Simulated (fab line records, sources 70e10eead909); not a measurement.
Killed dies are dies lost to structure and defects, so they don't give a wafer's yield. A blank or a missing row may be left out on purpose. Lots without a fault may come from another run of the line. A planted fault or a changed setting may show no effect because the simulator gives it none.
Chamber matching | flow nand_harc | NHARC_P_CONTACT_DEP_30 on pecvd-01: 3 sister chambers
The step deposits SiNx, target thk 30 nm. 6 wafers are shown with their chamber, then 8 later ones without.

WAFERS WITH THEIR CHAMBER
wafer  | chamber | heater_power_w (W)
L530.6 | 2       | 667
L534.4 | 0       | 720
L536.3 | 2       | 578
L536.4 | 0       | 684
L536.5 | 1       | 827
L538.1 | 1       | 785

WAFERS WITHOUT THEIR CHAMBER
wafer  | heater_power_w (W)
L538.3 | 687
L538.6 | 680
L544.1 | 790
L544.2 | 675
L544.6 | 686
L548.1 | 684
L548.3 | 859
L548.5 | 704

WHICH CHAMBER EACH WENT THROUGH
wafer  | from the rows above     | in truth
L538.3 | can't be placed: 0 or 2 | 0
L538.6 | can't be placed: 0 or 2 | 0
L544.1 | can't be placed: 1 or 0 | 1
L544.2 | can't be placed: 0 or 2 | 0
L544.6 | can't be placed: 0 or 2 | 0
L548.1 | can't be placed: 0 or 2 | 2
L548.3 | 1                       | 1
L548.5 | can't be placed: 0 or 2 | 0
Placed correctly: 1 of 8. Can't be placed from these rows: 7 (the true chamber is among the candidates in 7). Placed wrongly: 0.
How it was worked out, from the rows above alone: a wafer's distance from a chamber is the root of the sum, over the readings, of the square of ((its reading less the chamber's mean) divided by the reading's scatter). The wafer belongs to the nearest chamber; if the next one is less than 2 further off, it can't be placed. A chamber's mean is the mean of its shown wafers. The scatter: the root of (the sum of the squares of (reading less its chamber's mean) over the shown wafers, divided by (wafers less chambers)).
